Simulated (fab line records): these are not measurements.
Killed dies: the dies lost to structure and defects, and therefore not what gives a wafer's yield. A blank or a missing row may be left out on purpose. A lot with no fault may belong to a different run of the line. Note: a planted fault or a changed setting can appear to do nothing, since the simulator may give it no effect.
Matching of chambers ; flow n5 finfet ; 4 sister chambers for N5_DUMMY_GATE_DESCUM_20 on rie diel-05
The step chemistry O2, time 6.2 s. 14 wafers are shown with their chamber, then 7 later ones without.

## WAFERS PAIRED WITH THEIR CHAMBERS
wafer;chamber;oes product au (a.u.);showerhead plenum p Torr (Torr);rf vpp V (V)
L355.2;0;0.72;2.09;242.9
L355.3;1;0.85;2.13;244.1
L355.6;2;1.00;2.15;242.6
L356.3;3;0.77;2.10;243.6
L356.4;2;0.96;2.15;243.6
L356.6;0;0.72;2.09;241.7
L359.1;2;0.95;2.15;242.2
L359.4;3;0.77;2.10;242.3
L359.6;0;0.72;2.09;242.9
L360.4;0;0.72;2.08;243.0
L360.5;3;0.77;2.10;242.4
L360.6;2;0.95;2.15;244.6
L362.1;0;0.71;2.08;242.2
L362.2;3;0.76;2.09;244.2

SIGNATURES (means of the wafers above)
reading;chamber 0;chamber 1;chamber 2;chamber 3;scatter within a chamber
oes product au;0.7180;0.8500;0.9650;0.7675;0.0136
showerhead plenum p Torr;2.0860;2.1300;2.1500;2.0975;0.00442
rf vpp V;242.540;244.100;243.250;243.125;0.857
Rule: for a wafer and a chamber, the distance is found by dividing, reading by reading, the gap between the wafer's reading and the chamber's mean by the reading's scatter, squaring, summing and taking the root. If the next closest chamber is less than 2 further off than the closest, the wafer can't be placed; otherwise it belongs to the closest. The scatter: the root of (the sum of the squares of (reading less its chamber's mean) over the shown wafers, divided by (wafers less chambers)).

## WAFERS WITHOUT THEIR CHAMBER
wafer;oes product au (a.u.);showerhead plenum p Torr (Torr);rf vpp V (V)
L362.4;0.92;2.15;243.6
L374.1;0.90;2.14;243.2
L374.2;0.74;2.09;243.3
L374.4;0.70;2.08;242.1
L375.2;0.69;2.08;243.0
L375.4;0.75;2.08;243.9
L375.5;0.90;2.14;244.8

## THE CHAMBER EACH PASSED THROUGH
wafer;from the rows above;in truth
L362.4;2;2
L374.1;can't be placed: 1 or 2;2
L374.2;can't be placed: 0 or 3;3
L374.4;0;0
L375.2;0;0
L375.4;can't be placed: 0 or 3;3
L375.5;can't be placed: 1 or 2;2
Placed correctly: 3 of 7. Unplaceable from these rows: 4, with the true chamber sitting among the candidates in 4. Placed wrongly: 0.
